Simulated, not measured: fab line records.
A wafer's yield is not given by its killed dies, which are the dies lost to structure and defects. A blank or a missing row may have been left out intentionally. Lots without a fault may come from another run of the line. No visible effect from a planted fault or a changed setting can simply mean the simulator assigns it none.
fab line records ; flow n5_finfet
record: lots: 11; wafers: 31; last_day: 19
route steps=1938 shown DUMMY_GATE@233 SPACER0@258 SD_EPI_N@270 BEOL_M4@1111 PASSIVATION@1936
lots that met no fault: from a run of the same line without faults
start_h: the number of hours between the record's first day and the start of the first shown wafer of the lot ; wait_h: hours since the lot's step before ; " as in the row above ; L1.1+2: several wafers, shown together as one row ; - no value, or no start was given ; * or withheld: withheld ; < > ~ a bound
route shown NAME@n: names a module that has steps shown in the file, with the first one's number in the route ; usual: average and standard deviation across the fault-free wafers ; same: alike in all rows ; chamber/n: place in a boat ; sites: the reading at each site ; _std_site: standard deviation of those values ; _edge_site: the outer-site mean with the inner-site mean subtracted ; radius_mm: how far each site lies from the wafer's centre ; mask NAME#n: copy n ; behind: the last tool/chamber to shape the wafer ; hold: why the lot was held/for how many hours/how that ended ; device: transistor that didn't switch, given as n, p or np ; end of line: tests run on the same wafers once the route is complete ; step lacking rows: just its recipe ; killed: at the first sort, the dies lost to defects and structure; wafer yield is something else ; map: a wafer's dies, x killed, . not, _ none there
set.NAME: the run value of the setting; set.NAME@STEP: its run value at that earlier step ; model.NAME: the simulator's own value behind a step, which no gauge read
the route's steps for a sample of lots (tables are steps, rows are wafers)
services: a tool's chamber out of use, with start hour (start_h, from the record's first day; less than 0 if before it), hours out, and reason
== steps ==
step: N5_DUMMY_GATE_INSPECT_17
recipe: mode: adi; inspect_instrument: brightfield
usual: raw_defect_count: 203/56
lot.wafer;tool;chamber;start_h;wait_h;raw_defect_count
L602.2;defect_inspect-01;-;52.15;0.0;192
L602.4;defect_inspect-01;-;52.15;0.0;140
L602.6;defect_inspect-01;-;52.15;0.0;333
L604.1;defect_inspect-02;-;64.67;0.1;226
L604.4;defect_inspect-02;-;64.67;0.1;206
L604.5;defect_inspect-02;-;64.67;0.1;146
L605.1;defect_inspect-01;-;72.78;0.1;151
L605.3;defect_inspect-01;-;72.78;0.1;159
L605.4;defect_inspect-01;-;72.78;0.1;150
L608.1;defect_inspect-01;-;91.36;0.1;94
L608.3;defect_inspect-01;-;91.36;0.1;152
L608.4;defect_inspect-01;-;91.36;0.1;196
L609.3;defect_inspect-02;-;101.73;0.0;297
L609.4;defect_inspect-02;-;101.73;0.0;222
L609.6;defect_inspect-02;-;101.73;0.0;270
L610.2;defect_inspect-02;-;105.08;0.0;316
L610.4;defect_inspect-02;-;105.08;0.0;255
L610.6;defect_inspect-02;-;105.08;0.0;320
L613.1;defect_inspect-01;-;120.28;0.1;204
L613.5;defect_inspect-01;-;120.28;0.1;173
L613.6;defect_inspect-01;-;120.28;0.1;182
L614.1;defect_inspect-01;-;127.34;0.1;193
L614.2;defect_inspect-01;-;127.34;0.1;230
L616.2;defect_inspect-02;-;135.64;0.0;174
L616.3;defect_inspect-02;-;135.64;0.0;162
L622.2;defect_inspect-02;-;172.02;0.0;171
L622.5;defect_inspect-02;-;172.02;0.0;182
L622.6;defect_inspect-02;-;172.02;0.0;188
L623.2;defect_inspect-02;-;186.91;0.0;171
L623.4;defect_inspect-02;-;186.91;0.0;192
L623.5;defect_inspect-02;-;186.91;0.0;182
step: N5_SPACER0_ALD_07
recipe: material: SiNx; target_thk_a: 20; temp_c: 400; ald_precursor_family: SiH2I2; ald_co_reactant: N2/H2-plasma; pressure_torr: 2
usual: heater_power_w: 859/85
lot.wafer;tool;chamber;start_h;wait_h;heater_power_w;since_wet_clean_h
L602.2;ald_sin-04;1;53.42;0.0;778;151
L602.4;ald_sin-04;3;53.42;0.0;897;151
L602.6;ald_sin-04;1;53.42;0.0;797;-
L604.1;ald_sin-02;2;66.05;0.2;841;56
L604.4;ald_sin-02;3;66.05;0.2;850;56
L604.5;ald_sin-02;1;66.05;0.2;847;-
L605.1;ald_sin-02;1;74.17;0.0;853;64
L605.3;ald_sin-02;3;74.17;0.0;846;64
L605.4;ald_sin-02;0;74.17;0.0;801;64
L608.1;ald_sin-04;1;92.96;0.0;770;191
L608.3;ald_sin-04;0;92.96;0.0;742;191
L608.4;ald_sin-04;2;92.96;0.0;995;191
L609.3;ald_sin-02;2;103.13;0.0;819;93
L609.4;ald_sin-02;1;103.13;0.0;824;93
L609.6;ald_sin-02;0;103.13;0.0;775;-
L610.2;ald_sin-04;1;106.30;0.0;782;204
L610.4;ald_sin-04;3;106.30;0.0;893;204
L610.6;ald_sin-04;2;106.30;0.0;987;-
L613.1;ald_sin-04;1;122.02;0.5;777;220
L613.5;ald_sin-04;2;122.02;0.5;980;-
L613.6;ald_sin-04;1;122.02;0.5;777;-
L614.1;ald_sin-04;3;129.28;0.0;865;227
L614.2;ald_sin-04;2;129.28;0.0;985;227
L616.2;ald_sin-04;2;138.52;1.6;956;236
L616.3;ald_sin-04;1;138.52;1.6;769;236
L622.2;ald_sin-02;2;174.32;0.2;856;164
L622.5;ald_sin-02;0;174.32;0.2;801;-
L622.6;ald_sin-02;3;174.32;0.2;882;-
L623.2;ald_sin-02;1;188.59;0.4;839;178
L623.4;ald_sin-02;3;188.59;0.4;877;178
L623.5;ald_sin-02;2;188.59;0.4;856;-
step: N5_SPACER0_ALD_00
recipe: material: SiOCN; target_thk_a: 35; temp_c: 400; ald_precursor_family: alkyl-aminosilane; ald_co_reactant: O2/N2-plasma; pulse_time_s: 3; purge_time_s: 2; co_reactant_purge_time_s: 2; ald_cycles: 58; pressure_torr: 2
usual: ald_cycles: 58/0; heater_power_w: 856/86; precursor_pulse_height_rel: 0.997/0.021
same: purge_time_s: 2
lot.wafer;tool;chamber;start_h;wait_h;ald_cycles;heater_power_w;precursor_pulse_height_rel;since_wet_clean_h
L602.2;ald_sin-04;1;53.57;0.1;58;789;1.012;151
L602.4;ald_sin-04;3;53.57;0.1;58;868;1.017;151
L602.6;ald_sin-04;1;53.57;0.1;58;792;0.998;-
L604.1;ald_sin-02;2;66.20;0.1;58;809;0.999;56
L604.4;ald_sin-02;3;66.20;0.1;58;839;1.010;56
L604.5;ald_sin-02;1;66.20;0.1;58;848;0.991;-
L605.1;ald_sin-02;1;74.32;0.1;58;827;1.008;64
L605.3;ald_sin-02;3;74.32;0.1;58;862;1.015;64
L605.4;ald_sin-02;0;74.32;0.1;58;791;1.007;64
L608.1;ald_sin-04;1;93.11;0.1;58;796;1.023;191
L608.3;ald_sin-04;0;93.11;0.1;58;739;0.956;191
L608.4;ald_sin-04;2;93.11;0.1;58;982;0.987;191
L609.3;ald_sin-02;2;103.29;0.1;58;843;0.967;93
L609.4;ald_sin-02;1;103.29;0.1;58;831;0.968;93
L609.6;ald_sin-02;0;103.29;0.1;58;778;0.996;-
L610.2;ald_sin-04;1;106.45;0.1;58;805;1.007;204
L610.4;ald_sin-04;3;106.45;0.1;58;891;0.960;204
L610.6;ald_sin-04;2;106.45;0.1;58;977;1.013;-
L613.1;ald_sin-04;1;122.17;0.1;70;784;0.987;220
L613.5;ald_sin-04;2;122.17;0.1;58;967;0.994;-
L613.6;ald_sin-04;1;122.17;0.1;58;788;0.996;-
L614.1;ald_sin-04;3;129.43;0.1;70;869;0.991;227
L614.2;ald_sin-04;2;129.43;0.1;70;971;1.016;227
L616.2;ald_sin-04;2;138.67;0.1;70;961;0.992;236
L616.3;ald_sin-04;1;138.67;0.1;58;804;0.996;236
L622.2;ald_sin-02;2;174.47;0.1;58;834;0.991;164
L622.5;ald_sin-02;0;174.47;0.1;58;776;0.999;-
L622.6;ald_sin-02;3;174.47;0.1;58;850;0.984;-
L623.2;ald_sin-02;1;188.74;0.1;58;835;0.987;178
L623.4;ald_sin-02;3;188.74;0.1;58;850;0.974;178
L623.5;ald_sin-02;2;188.74;0.1;58;848;1.010;-
step: N5_SD_EPI_N_CD_MEAS_09
recipe: target_cd_nm: 120; landing_energy_ev: 500; detector: se_inlens
usual: cd_nm: 119.6/0.82
lot.wafer;tool;chamber;start_h;wait_h;cd_nm
L602.2;cd_sem-01;0;54.39;-;120.1
L602.4;cd_sem-01;0;54.39;-;120.0
L602.6;cd_sem-01;0;54.39;-;121.7
L604.1;cd_sem-03;0;67.01;-;119.1
L604.4;cd_sem-03;0;67.01;-;119.6
L604.5;cd_sem-03;0;67.01;-;119.5
L605.1;cd_sem-03;0;75.01;-;120.5
L605.3;cd_sem-03;0;75.01;-;120.3
L605.4;cd_sem-03;0;75.01;-;120.6
L608.1;cd_sem-02;0;93.92;-;120.9
L608.3;cd_sem-02;0;93.92;-;120.2
L608.4;cd_sem-02;0;93.92;-;120.8
L609.3;cd_sem-03;0;103.99;-;119.0
L609.4;cd_sem-03;0;103.99;-;118.4
L609.6;cd_sem-03;0;103.99;-;119.0
L610.2;cd_sem-01;0;107.14;-;119.5
L610.4;cd_sem-01;0;107.14;-;120.7
L610.6;cd_sem-01;0;107.14;-;119.6
L613.1;cd_sem-01;0;122.98;-;119.1
L613.5;cd_sem-01;0;122.98;-;120.2
L613.6;cd_sem-01;0;122.98;-;119.2
L614.1;cd_sem-02;0;130.12;-;117.4
L614.2;cd_sem-02;0;130.12;-;118.4
L616.2;cd_sem-03;0;139.53;-;119.7
L616.3;cd_sem-03;0;139.53;-;120.3
L622.2;cd_sem-03;0;175.16;-;118.5
L622.5;cd_sem-03;0;175.16;-;120.1
L622.6;cd_sem-03;0;175.16;-;120.0
L623.2;cd_sem-01;0;189.57;-;118.1
L623.4;cd_sem-01;0;189.57;-;119.5
L623.5;cd_sem-01;0;189.57;-;120.0
step: N5_BEOL_M4_RC_MEAS_101
usual: DIBL_N: 35.8/1.7; DIBL_P: 35.3/2; IOFF_N: 0.150/0.026; IOFF_P: 0.194/0.029; ION_N: 667/11; ION_P: 456/7.1; REXT_N: 75.7/1.8; REXT_P: 100.6/1.6; SS_N: 71.4/0.65; SS_P: 73.1/0.64; VT_N: 251/3; VT_P: -252/3.2; VT_P_LVT: -99.8/2.3
lot.wafer;tool;chamber;start_h;wait_h;DIBL_N[mV/V];DIBL_P[mV/V];IOFF_N[nA/um];IOFF_P[nA/um];ION_N[uA/um];ION_P[uA/um];REXT_N[ohm.um];REXT_P[ohm.um];SS_N[mV/dec];SS_P[mV/dec];VT_N[mV];VT_P[mV];VT_P_LVT[mV]
L604.1;prober-02;0;239.13;0.0;36.3;39.2;0.181;0.208;679;459;75.0;100.8;71.7;73.6;248;-252;-97.9
L604.4;prober-02;0;239.13;0.0;35.5;38.0;0.148;0.189;659;453;74.6;98.1;72.0;73.9;249;-253;-99.3
L604.5;prober-02;0;239.13;0.0;35.1;37.0;0.158;0.186;675;458;73.8;100.5;71.8;72.7;252;-253;-99.7
L602.2;prober-01;0;242.50;0.2;37.5;35.6;0.165;0.191;659;444;75.0;100.5;72.8;73.9;253;-255;-99.7
L602.4;prober-01;0;242.50;0.2;38.0;37.8;0.195;0.236;665;447;75.8;101.4;72.9;74.3;246;-248;-97.9
L602.6;prober-01;0;242.50;0.2;35.9;35.0;0.141;0.187;644;442;75.3;101.4;72.0;72.9;253;-253;-100.1
L605.1;prober-02;0;244.26;0.0;36.4;35.5;0.157;0.188;673;457;78.4;100.9;71.0;72.8;251;-249;-97.5
L605.3;prober-02;0;244.26;0.0;37.6;37.3;0.187;0.220;688;463;78.8;100.9;71.5;73.7;246;-249;-95.4
L605.4;prober-02;0;244.26;0.0;34.9;33.0;0.123;0.159;658;450;77.4;100.2;70.8;73.2;256;-253;-99.9
L608.1;prober-02;0;269.99;0.0;34.0;35.8;0.141;0.208;676;468;76.0;98.6;70.9;72.7;250;-249;-96.7
L608.3;prober-02;0;269.99;0.0;32.6;33.2;0.123;0.172;667;458;72.8;99.1;70.8;71.9;251;-251;-99.4
L608.4;prober-02;0;269.99;0.0;36.1;38.3;0.184;0.250;680;468;74.7;98.4;71.3;73.2;247;-243;-94.4
L609.3;prober-01;0;273.25;0.3;36.8;35.8;0.160;0.220;670;466;75.2;101.3;71.6;73.3;251;-246;-99.8
L609.4;prober-01;0;273.25;0.3;36.0;34.6;0.148;0.216;672;463;74.7;99.6;71.1;73.3;250;-245;-99.8
L609.6;prober-01;0;273.25;0.3;36.3;36.0;0.154;0.232;666;463;75.4;99.9;71.7;73.3;250;-246;-98.7
L610.2;prober-01;0;277.01;0.2;34.5;36.0;0.148;0.217;665;464;79.6;102.1;71.5;73.9;250;-247;-97.5
L610.4;prober-01;0;277.01;0.2;33.9;34.6;0.136;0.202;660;463;78.8;102.7;70.9;72.9;251;-250;-96.7
L610.6;prober-01;0;277.01;0.2;35.6;36.7;0.175;0.238;671;462;77.9;102.3;71.9;73.8;247;-246;-95.9
L614.1;prober-01;0;286.95;0.0;32.0;31.5;0.101;0.124;642;434;83.0;109.5;70.6;72.2;256;-259;-107.5
L614.2;prober-01;0;286.95;0.0;33.2;33.2;0.108;0.136;629;428;85.7;110.8;71.6;72.0;257;-259;-106.7
L613.1;prober-02;0;307.71;0.4;32.9;31.7;0.109;0.135;640;436;84.7;111.7;71.3;73.6;257;-259;-106.1
L613.5;prober-02;0;307.71;0.4;35.7;35.7;0.151;0.210;677;458;77.2;99.3;72.2;73.4;249;-251;-98.3
L613.6;prober-02;0;307.71;0.4;35.0;32.6;0.134;0.162;659;449;76.0;102.6;71.6;72.8;253;-255;-102.3
L616.2;prober-02;0;313.86;0.2;32.9;34.8;0.116;0.163;639;438;85.8;112.6;70.8;73.7;250;-253;-104.1
L616.3;prober-02;0;313.86;0.2;37.0;36.5;0.162;0.206;678;464;74.3;102.0;71.6;73.9;249;-249;-99.8
L622.2;prober-01;0;344.32;0.2;34.3;34.8;0.117;0.170;668;463;73.4;100.1;70.9;73.4;255;-253;-102.3
L622.5;prober-01;0;344.32;0.2;36.6;37.6;0.153;0.217;666;458;73.8;98.8;71.9;73.2;253;-251;-99.5
L622.6;prober-01;0;344.32;0.2;34.5;35.9;0.129;0.184;674;463;73.9;99.0;71.3;73.1;252;-253;-102.5
L623.2;prober-02;0;347.74;0.2;37.6;35.2;0.177;0.217;680;463;74.6;101.9;71.3;73.9;248;-248;-99.7
L623.4;prober-02;0;347.74;0.2;36.5;35.3;0.159;0.212;669;461;74.8;101.1;70.4;72.7;250;-250;-100.5
L623.5;prober-02;0;347.74;0.2;36.8;36.0;0.167;0.225;679;464;75.2;100.2;71.2;73.7;250;-252;-100.3
step: N5_PASSIVATION_PROBE_49
usual: defect_limited_yield: 91.5/1.4; killed_at_M0_to_M3: 34/11; killed_at_M4_up: 15/6; killed_at_contacts: 11/5.9; killed_at_front_end: 37/11; killed_at_other: 3.6/2.9; killed_dies: 101/17; killed_open: 66/12; killed_short: 33/7.8; sort_bin_5_function: 5.0/0.97; sort_bin_6_memory: 3.2/0.65; sort_bin_8_speed: 0.02/0.2; sort_n_pass: 1079/17; sort_yield_pct: 91.4/1.4
same: gross_dies: 1180; killed_at_back_side: 0; sort_bin_4_leakage[%]: 0
lot.wafer;tool;chamber;start_h;wait_h;defect_limited_yield[%];killed_at_M0_to_M3;killed_at_M4_up;killed_at_contacts;killed_at_front_end;killed_at_other;killed_dies;killed_open;killed_short;sort_bin_5_function[%];sort_bin_6_memory[%];sort_bin_8_speed[%];sort_n_pass;sort_yield_pct[%]
L614.1;prober-01;-;392.37;0.0;91.4;44;13;8;36;0;101;63;37;5.3;3.0;11.69;941;79.7
L614.2;prober-01;-;392.42;0.1;92.6;17;16;9;40;5;87;55;32;4.5;2.7;26.78;777;65.8
L613.1;prober-01;-;414.83;0.0;93.2;23;11;12;28;6;80;54;23;3.5;3.1;5.51;1035;87.7
L613.5;prober-01;-;415.03;0.2;92.1;24;16;11;39;3;93;65;28;5.0;2.7;0;1087;92.1
L613.6;prober-01;-;415.08;0.3;91.4;39;20;12;25;6;102;76;26;4.8;3.3;0;1078;91.4
L616.2;prober-01;-;423.70;0.1;93.0;19;4;19;36;5;83;49;32;3.3;3.6;3.05;1061;89.9
L616.3;prober-01;-;423.75;0.1;91.4;29;16;12;40;5;102;60;39;5.5;3.0;0;1078;91.4
killed by level:class
L614.1 BEOL_M0_SAQP:geometric_particle:short=19 STI_FIN_REVEAL:geometric_particle:open=10 BEOL_M0_SAQP:geometric_particle:open=9 BEOL_M1:geometric_particle:open=7 BEOL_M4:geometric_particle:open=7 DUMMY_GATE:geometric_particle:open=6 FIN_SAQP:geometric_particle:open=5 BEOL_M3:geometric_particle:open=5
L614.2 STI_FIN_REVEAL:geometric_particle:open=8 BEOL_M4:geometric_particle:open=8 GATE_CUT:geometric_particle:short=7 MOL_CONTACT_COAG:geometric_particle:open=7 FIN_SAQP:geometric_particle:open=6 DUMMY_GATE:geometric_particle:open=4 GATE_CUT:geometric_particle:open=4 BEOL_M3:geometric_particle:open=4
L613.1 MOL_CONTACT_COAG:geometric_particle:open=10 BEOL_M3:geometric_particle:open=7 DUMMY_GATE:geometric_particle:open=6 STI_FIN_REVEAL:geometric_particle:open=5 STARTING-WAFER:geometric_particle:short=5 BEOL_M0_SAQP:geometric_particle:short=4 BEOL_M2:geometric_particle:open=4 BEOL_M1:geometric_particle:open=3
L613.5 FIN_SAQP:geometric_particle:short=10 DUMMY_GATE:geometric_particle:open=9 STI_FIN_REVEAL:geometric_particle:open=8 MOL_CONTACT_COAG:geometric_particle:open=8 BEOL_M0_SAQP:geometric_particle:open=6 BEOL_M1:geometric_particle:open=4 BEOL_M2:geometric_particle:open=4 BEOL_M3:geometric_particle:open=4
L613.6 MOL_CONTACT_COAG:geometric_particle:open=11 BEOL_M3:geometric_particle:open=10 BEOL_M0_SAQP:geometric_particle:open=9 BEOL_M0_SAQP:geometric_particle:short=8 BEOL_M4:geometric_particle:open=8 BEOL_M2:geometric_particle:open=6 DUMMY_GATE:geometric_particle:open=5 STI_FIN_REVEAL:geometric_particle:open=4
L616.2 MOL_CONTACT_COAG:geometric_particle:open=13 FIN_SAQP:geometric_particle:short=12 STI_FIN_REVEAL:geometric_particle:open=8 BEOL_M0_SAQP:geometric_particle:open=8 MOL_CONTACT_COAG:geometric_particle:short=5 BEOL_M0_SAQP:geometric_particle:short=4 STARTING-WAFER:geometric_particle:open=4 FIN_SAQP:geometric_particle:open=3
L616.3 BEOL_M2:geometric_particle:open=10 STI_FIN_REVEAL:geometric_particle:open=8 MOL_CONTACT_COAG:geometric_particle:open=8 BEOL_M4:geometric_particle:open=8 FIN_SAQP:geometric_particle:short=6 STI_FIN_REVEAL:geometric_particle:short=4 BEOL_M0_SAQP:geometric_particle:short=4 SPACER0:geometric_particle:open=4
== services ==
tool;chamber;start_h;hours;kind
ald_sin-02;0;78.91;3.3;repair
== key ==
first_sign: step: N5_SPACER0_ALD_00; reading: ald_cycles; direction: up; sigmas: 99+; usual: *; struck: *
effect: step: N5_BEOL_M4_RC_MEAS_101; reading: REXT_P; direction: up; sigmas: 6.6; usual: 100.6; struck: 111.2
effect: step: N5_BEOL_M4_RC_MEAS_101; reading: REXT_N; direction: up; sigmas: 4.9; usual: 75.7; struck: 84.8
effect: step: N5_BEOL_M4_RC_MEAS_101; reading: ION_P; direction: down; sigmas: 3.2; usual: 456; struck: 434
effect: step: N5_BEOL_M4_RC_MEAS_101; reading: VT_P_LVT; direction: down; sigmas: 2.7; usual: -99.8; struck: -106.1
effect: step: N5_BEOL_M4_RC_MEAS_101; reading: ION_N; direction: down; sigmas: 2.7; usual: 667; struck: 637
effect: step: N5_BEOL_M4_RC_MEAS_101; reading: VT_P; direction: down; sigmas: 1.9; usual: -252; struck: -258
effect: step: N5_BEOL_M4_RC_MEAS_101; reading: IOFF_P; direction: down; sigmas: 1.9; usual: 0.194; struck: 0.140; wafers_moved: 1
effect: step: N5_BEOL_M4_RC_MEAS_101; reading: DIBL_N; direction: down; sigmas: 1.8; usual: 35.8; struck: 32.7; wafers_moved: 2
effect: step: N5_PASSIVATION_PROBE_49; reading: sort_bin_8_speed; direction: up; sigmas: 58; usual: 0.02; struck: 11.76
met_at N5_SPACER0_ALD_00
struck_lots L613,L614,L616
struck_wafers L613.1,L614.1,L614.2,L616.2
not_acting_at N5_DUMMY_GATE_INSPECT_17,N5_SPACER0_ALD_07,N5_SD_EPI_N_CD_MEAS_09
onset_between 106.45 122.17
fault: kind: process_parameter_drift; tool: ald_sin-04; chamber: -; onset_h: 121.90; steps: N5_SPACER0_ALD_00; channel: ald_cycles; offset: *; shape: step; end_h: 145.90; scope: struck_wafers_only; acts_in: *; stated: *
